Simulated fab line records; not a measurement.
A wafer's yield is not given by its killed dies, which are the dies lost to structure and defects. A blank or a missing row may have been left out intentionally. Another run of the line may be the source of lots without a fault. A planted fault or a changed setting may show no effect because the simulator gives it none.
Matching of chambers ; flow n5Finfet ; pecvd-01 running N5_BEOL_M14_ILD_DEP_00: 3 sister chambers
The step deposits SiO2 from TEOS/O2, target thk 1119.3 nm, time 237.4 s. 16 wafers are shown with their chamber, then 8 later ones without.

WAFERS, EACH WITH ITS CHAMBER
wafer;chamber;throttleValvePct (%);heaterPowerW (W);rfFwdPowerW (W)
L074.2;0;19.9;530;895.9
L074.3;1;19.6;656;904.2
L074.4;0;20.1;401;897.7
L078.2;0;19.7;507;898.6
L078.3;1;19.3;683;894.7
L078.4;1;19.3;534;898.8
L086.2;2;18.3;552;898.5
L086.3;0;19.7;528;898.9
L086.6;0;19.8;396;897.4
L091.2;2;18.5;520;901.5
L091.5;2;18.7;401;902.3
L091.6;1;19.6;517;900.2
L093.2;2;18.5;540;898.7
L093.3;1;19.6;666;900.2
L093.4;0;20.2;403;898.8
L095.2;0;19.8;484;893.8

SIGNATURES (means of the wafers above)
reading;chamber 0;chamber 1;chamber 2;scatter within a chamber
throttleValvePct;19.886;19.480;18.500;0.179
heaterPowerW;464.14;611.20;503.25;69.3
rfFwdPowerW;897.300;899.620;900.250;2.46
Rule: a wafer's distance from a chamber is the root of the sum, over the readings, of the square of ((its reading less the chamber's mean) divided by the reading's scatter). If the next closest chamber is less than 2 further off than the closest, the wafer can't be placed; otherwise it belongs to the closest. The scatter: the root of (the sum of the squares of (reading less its chamber's mean) over the shown wafers, divided by (wafers less chambers)).

WAFERS WHOSE CHAMBER IS MISSING
wafer;throttleValvePct (%);heaterPowerW (W);rfFwdPowerW (W)
L095.5;19.9;514;897.5
L095.6;19.4;688;896.7
L094.3;18.7;450;896.5
L094.4;19.7;653;899.7
L094.6;18.6;509;897.6
L096.4;19.9;396;901.2
L096.5;19.3;630;900.1
L096.6;18.6;532;897.8

EACH ONE'S CHAMBER
wafer;from the rows above;in truth
L095.5;0;0
L095.6;1;1
L094.3;2;2
L094.4;can't be placed: 1 or 0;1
L094.6;2;2
L096.4;0;0
L096.5;1;1
L096.6;2;2
Placed correctly: 7 of 8. Unplaceable from these rows: 1, with the true chamber sitting among the candidates in 1. Number placed wrongly: 0.
